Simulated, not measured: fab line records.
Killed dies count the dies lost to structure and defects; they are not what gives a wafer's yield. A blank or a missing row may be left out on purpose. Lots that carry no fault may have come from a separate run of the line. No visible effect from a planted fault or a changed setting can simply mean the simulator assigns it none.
fab line records    flow nand_harc
[record] lots = 13  wafers = 39  last_day = 24
route steps=1159 shown A_M0@1025 A_M1@1049
lots with no fault: from the same line, run without faults
start_h: the number of hours between the record's first day and the start of the first shown wafer of the lot    wait_h: time in hours since the lot's previous step    " the same as in the row above    L1.1+2: a single row standing in for several wafers    - no value, or no start given    * or withheld: withheld    < > ~ a bound
route shown NAME@n: names a module that has steps shown in the file, with the first one's number in the route    usual: mean and standard deviation over wafers with no fault    same: alike in all rows    chamber/n: place in a boat    sites: each site's reading    _std_site: how widely they spread, as a standard deviation    _edge_site: inner sites' mean taken away from outer sites' mean    radius_mm: for every site, how far away it sits from the centre of the wafer    mask NAME#n: copy n    behind: the tool/chamber that last shaped the wafer    hold: why the lot was held/for how many hours/how that ended    device: the transistor (n, p or np) that didn't switch    end of line: at the end of the route, the tests of the same wafers    step lacking rows: just its recipe    killed: not the wafer's yield, but the dies lost to structure and defects at the first sort    map: dies across one wafer; x = killed, . = not, _ = none there
set.NAME: setting as actually run; set.NAME@STEP: the setting as run at that earlier step    model.NAME: the simulator's own value behind a step, which no gauge read
one table for each step of the route and one row for each wafer, over a sample of lots
services: from which hour (start_h, from the record's first day; less than 0 if before it) a tool's chamber was out of use, for how many hours, and why
[[steps]]
[step NHARC_A_M0_DEP_32]
[recipe] target_thk_a = 300  temp_c = 370  target_thk_nm = 30  pressure_torr = 3  flow_sccm = 200  rf_w = 450  material = SiCN
[usual] heater_power_w = 593/71
lot.wafer  tool      chamber  start_h  wait_h  heater_power_w
L666.2     pecvd-01  2        407.26   0.1     713
L666.5     "         0        "        "       576
L666.6     "         1        "        "       577
L665.1     pecvd-03  0        415.79   0.1     613
L665.4     "         2        "        "       582
L665.6     "         1        "        "       479
L671.1     pecvd-03  1        456.30   0.1     477
L671.4     "         1        "        "       487
L671.5     "         2        "        "       506
L672.3     pecvd-02  0        459.23   0.1     573
L672.6     "         1        "        "       604
L672.4     "         0        "        "       556
L675.3     pecvd-01  2        464.58   0.1     796
L675.1     "         0        "        "       603
L675.5     "         2        "        "       818
L674.1     pecvd-03  1        465.46   0.1     498
L674.2     "         0        "        "       652
L674.4     "         1        "        "       499
L673.1     pecvd-03  1        496.86   0.1     472
L673.2     "         0        "        "       639
L673.5     "         0        "        "       628
L676.3     pecvd-02  2        504.17   0.1     574
L676.6     "         0        "        "       622
L676.4     "         2        "        "       577
L678.1     pecvd-02  0        512.36   0.1     579
L678.2     "         1        "        "       622
L678.6     "         1        "        "       622
L677.5     pecvd-01  1        512.77   0.2     608
L677.4     "         2        "        "       760
L677.6     "         0        "        "       606
L682.2     pecvd-02  1        536.97   0.1     626
L682.1     "         2        "        "       512
L682.4     "         2        "        "       517
L683.3     pecvd-01  1        537.52   0.1     542
L683.2     "         2        "        "       652
L683.4     "         1        "        "       543
L684.3     pecvd-02  1        544.51   0.1     575
L684.1     "         0        "        "       609
L684.4     "         0        "        "       610
[step NHARC_A_M1_PVD_21]
[recipe] target_thk_a = 300  chamber_pressure_pa = 5  power_w = 5000  substrate_temp_c = 30  time_s = 20.49  material = Cu
[usual] cathode_dc_power_W = 5000.0/0.94  chamber_pressure_pa = 5.000/0.01  throttle_valve_pct = 29.9/1
lot.wafer  tool            chamber  start_h  wait_h  cathode_dc_power_W  chamber_pressure_pa  throttle_valve_pct
L666.2     pvd_sputter-01  -        409.90   -       4999.8              4.994                31.1
L666.5     "               -        "        "       5001.3              4.992                30.3
L666.6     "               -        "        "       4999.9              5.009                31.1
L665.4     pvd_sputter-02  -        418.43   -       -                   -                    -
L665.1     "               -        "        "       -                   -                    -
L665.6     "               -        "        "       -                   -                    -
L671.4     pvd_sputter-02  -        458.81   -       5001.8              4.976                29.9
L671.1     "               -        "        "       4999.1              5.005                28.7
L671.5     "               -        "        "       4999.6              5.017                28.6
L672.4     pvd_sputter-01  -        461.79   -       4999.4              4.996                30.5
L672.3     "               -        "        "       4998.6              5.009                29.5
L672.6     "               -        "        "       5000.1              5.015                30.4
L675.3     pvd_sputter-01  -        467.25   -       4999.8              4.985                30.9
L675.1     "               -        "        "       4999.7              4.981                29.8
L675.5     "               -        "        "       5000.9              5.026                30.3
L674.2     pvd_sputter-02  -        468.23   -       4999.6              5.009                29.9
L674.4     "               -        "        "       4999.9              5.004                29.1
L674.1     "               -        "        "       4998.7              4.988                28.2
L673.1     pvd_sputter-01  -        499.54   -       4999.2              5.002                31.0
L673.2     "               -        "        "       5000.8              5.006                29.5
L673.5     "               -        "        "       5001.4              5.000                30.4
L676.3     pvd_sputter-02  -        506.65   -       5000.2              5.001                28.6
L676.4     "               -        "        "       4998.6              5.015                28.5
L676.6     "               -        "        "       5000.0              4.994                28.8
L678.1     pvd_sputter-02  -        515.09   -       5000.9              5.010                29.8
L678.2     "               -        "        "       5000.6              5.000                28.6
L678.6     "               -        "        "       4998.4              4.997                29.7
L677.4     pvd_sputter-03  -        515.39   -       4998.9              5.016                30.5
L677.6     "               -        "        "       5000.7              5.010                30.5
L677.5     "               -        "        "       4999.9              4.993                31.7
L682.1     pvd_sputter-03  -        539.63   -       5000.2              4.996                30.7
L682.2     "               -        "        "       4999.8              4.990                29.0
L682.4     "               -        "        "       4997.7              5.013                30.7
L683.2     pvd_sputter-01  -        540.22   -       5000.2              4.998                30.9
L683.4     "               -        "        "       5000.4              5.011                29.6
L683.3     "               -        "        "       5000.4              4.996                29.3
L684.3     pvd_sputter-03  -        547.05   -       4998.9              4.995                28.8
L684.4     "               -        "        "       5001.4              4.996                31.5
L684.1     "               -        "        "       5000.1              5.005                30.6
[step NHARC_A_M1_ANNEAL_31]
[recipe] temp_c = 225  time_s = 90
[usual] wafer_temp_C_max = 226.0/0.33
lot.wafer  tool           chamber  start_h  wait_h  wafer_temp_C_max
L666.2     rtp_anneal-01  0        410.45   -       226.3
L666.5     "              0        "        "       225.9
L666.6     "              0        "        "       226.0
L665.1     rtp_anneal-02  0        418.93   -       225.5
L665.4     "              0        "        "       225.8
L665.6     "              0        "        "       225.9
L671.1     rtp_anneal-02  0        459.32   0.3     225.5
L671.4     "              0        "        "       225.8
L671.5     "              0        "        "       225.6
L672.3     rtp_anneal-01  0        462.42   0.3     226.5
L672.4     "              0        "        "       226.1
L672.6     "              0        "        "       226.1
L675.1     rtp_anneal-02  0        467.76   0.3     225.7
L675.3     "              0        "        "       225.4
L675.5     "              0        "        "       225.6
L674.1     rtp_anneal-02  0        468.73   -       225.8
L674.2     "              0        "        "       225.7
L674.4     "              0        "        "       225.5
L673.1     rtp_anneal-02  0        500.06   0.3     225.6
L673.2     "              0        "        "       225.8
L673.5     "              0        "        "       225.9
L676.3     rtp_anneal-02  0        507.26   0.3     226.5
L676.4     "              0        "        "       226.0
L676.6     "              0        "        "       225.7
L678.1     rtp_anneal-01  0        515.61   0.3     226.1
L678.2     "              0        "        "       226.2
L678.6     "              0        "        "       226.2
L677.4     rtp_anneal-02  0        516.08   -       225.9
L677.5     "              0        "        "       225.7
L677.6     "              0        "        "       225.6
L682.1     rtp_anneal-02  0        540.13   -       225.8
L682.2     "              0        "        "       226.3
L682.4     "              0        "        "       225.6
L683.2     rtp_anneal-02  0        540.79   0.3     226.0
L683.3     "              0        "        "       226.0
L683.4     "              0        "        "       226.0
L684.1     rtp_anneal-01  0        547.56   0.3     226.2
L684.3     "              0        "        "       226.2
L684.4     "              0        "        "       225.5
[[services]]
tool            chamber  start_h  hours  kind
pvd_sputter-02  -        396.88   10.0   pm
pvd_sputter-03  -        415.59   1.0    repair
pecvd-01        -        418.11   13.0   pm
pecvd-01        0        418.11   13.0   vent_cycle
pecvd-01        1        418.11   13.0   vent_cycle
pecvd-01        2        418.11   13.0   vent_cycle
pecvd-01        0        431.11   -      clean
pecvd-01        1        431.11   -      clean
pecvd-01        2        431.11   -      clean
pecvd-03        2        457.59   5.2    repair
pvd_sputter-03  -        458.01   10.0   pm
pecvd-03        -        473.23   13.0   pm
pecvd-03        0        473.23   13.0   vent_cycle
pecvd-03        1        473.23   13.0   vent_cycle
pecvd-03        2        473.23   13.0   vent_cycle
pecvd-02        -        493.84   0.9    repair
pvd_sputter-01  -        514.02   10.0   pm
pecvd-02        -        515.53   13.0   pm
pecvd-02        0        515.53   13.0   vent_cycle
pecvd-02        1        515.53   13.0   vent_cycle
pecvd-02        2        515.53   13.0   vent_cycle
pecvd-02        0        528.53   -      clean
pecvd-02        1        528.53   -      clean
pecvd-02        2        528.53   -      clean
[[key]]
[first_sign] step = NHARC_A_M1_PVD_21  reading = tool_record  direction = missing
effect none on later readings
met_at NHARC_A_M1_PVD_21
struck_lots L665
later_rows_left_out L665.1,L665.4,L665.6
sort_left_out L665.1,L665.4,L665.6
not_acting_at NHARC_A_M0_DEP_32,NHARC_A_M1_ANNEAL_31
onset_between 409.90 418.43
[fault] kind = skipped_step_whole  tool = pvd_sputter-01,pvd_sputter-02  chamber = -  onset_h = 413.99  steps = NHARC_A_M1_PVD_21  scope = struck_lots_only
// sort_left_out: the simulated sort isn't trusted on such a fault, so these wafers' sort isn't shown, and their yield isn't known
// later_rows_left_out: the simulator's readings of these wafers behind a module that went badly wrong aren't trusted and aren't shown, but for the sort
